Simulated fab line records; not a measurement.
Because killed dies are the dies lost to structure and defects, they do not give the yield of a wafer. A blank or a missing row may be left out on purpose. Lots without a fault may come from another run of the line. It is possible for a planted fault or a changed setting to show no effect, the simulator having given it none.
3 desks, one fault -- flow n5_finfet -- numbers are kept per desk, each desk with only its own; the story behind them comes last

## AT THE METROLOGY DESK
What the gauges read for every lot (on any tool): the sampled wafers with a number, averaged. If a lot's mean is further than 4 standard deviations from the usual mean, the lot is out of limits and carries the mark OUT (the distance appears in the brackets). Shown here are 7 of its 12 readings, the ones lying furthest out on some lot.
Columns: A = IOFF_N at N5_BEOL_M4_RC_MEAS_101, usual 0.16 nA/um; B = IOFF_P at N5_BEOL_M4_RC_MEAS_101, usual 0.21 nA/um; C = ION_N at N5_BEOL_M4_RC_MEAS_101, usual 671 uA/um; D = ION_P at N5_BEOL_M4_RC_MEAS_101, usual 460 uA/um; E = SS_N at N5_BEOL_M4_RC_MEAS_101, usual 71.5 mV/dec; F = SS_P at N5_BEOL_M4_RC_MEAS_101, usual 73.2 mV/dec; G = VT_N at N5_BEOL_M4_RC_MEAS_101, usual 250 mV
lot,first seen here,A,B,C,D,E,F,G
L964,day 6 03:03,0.15,0.19,672,455,71.6,72.9,250
L965,day 6 06:33,0.23,0.27,690,472,72.0,74.2,243
L971,day 7 20:20,0.16,0.20,668,457,71.8,73.7,250
L975,day 9 01:40,0.18,0.23,686,458,71.8,74.6,248
L976,day 9 04:59,0.14,0.17,658,448,70.5,72.3,250
L984,day 11 02:25,0.15,0.22,670,463,71.5,73.0,251
L985,day 11 07:18,0.11,0.17,653,455,71.4,72.3,257
Finding of this desk: none of the 7 lots has anything out of limits.

## THE DEFECT DESK
Counts from the inspections along the route, per lot, as means over the sampled wafers that have a number. If a lot's mean is further than 4 standard deviations from the usual mean, the lot is out of limits and carries the mark OUT (the distance appears in the brackets).
Columns: A = raw_defect_count at N5_BEOL_M0_CUTY_INSPECT_59, usual 2.0
lot,first seen here,A
L964,day 6 03:06,2.0
L965,day 6 06:36,2.3
L971,day 7 20:23,3.5
L975,day 9 01:43,1.0
L976,day 9 05:03,2.0
L984,day 11 02:29,1.0
L985,day 11 07:21,0.7
Finding of this desk: none of the 7 lots has anything out of limits.

## DESK OF THE TOOL OWNER: rie_diel-06
The tool's own readings at N5_BEOL_M0_CUTY_DESCUM_61 (chemistry O2, time 7.9 s): means of the sampled wafers that have a number, for each lot that ran on this tool. If a lot's mean is further than 4 standard deviations from the usual mean, the lot is out of limits and carries the mark OUT (the distance appears in the brackets).
Columns: A = drypump_motor_current_A at N5_BEOL_M0_CUTY_DESCUM_61, usual 5.60 A; B = oes_product_au at N5_BEOL_M0_CUTY_DESCUM_61, usual 0.79 a.u.; C = rf_vpp_V at N5_BEOL_M0_CUTY_DESCUM_61, usual 242.6 V; D = showerhead_plenum_p_Torr at N5_BEOL_M0_CUTY_DESCUM_61, usual 2.05 Torr; E = temp_c at N5_BEOL_M0_CUTY_DESCUM_61, usual 40.00 C; F = throttle_valve_pct at N5_BEOL_M0_CUTY_DESCUM_61, usual 20.43 %
lot,first seen here,A,B,C,D,E,F
L965,day 6 06:38,5.98,0.82,242.0,2.02,39.99,20.31
L971,day 7 20:26,5.92,0.69,240.9,1.99,40.23,20.65
L975,day 9 01:45,6.03,0.86,241.7,2.04,40.08,20.16
L976,day 9 05:05,5.73,0.87,243.3,2.08,40.05,20.24
Finding of this desk: none of the 4 lots has anything out of limits.

## TAKEN TOGETHER
Metrology desk: nothing out of limits seen.
No out-of-limits result turned up at the defect desk.
Nothing out of limits was seen by the tool owner's desk.

## WHAT THE SIMULATOR HAD INSERTED
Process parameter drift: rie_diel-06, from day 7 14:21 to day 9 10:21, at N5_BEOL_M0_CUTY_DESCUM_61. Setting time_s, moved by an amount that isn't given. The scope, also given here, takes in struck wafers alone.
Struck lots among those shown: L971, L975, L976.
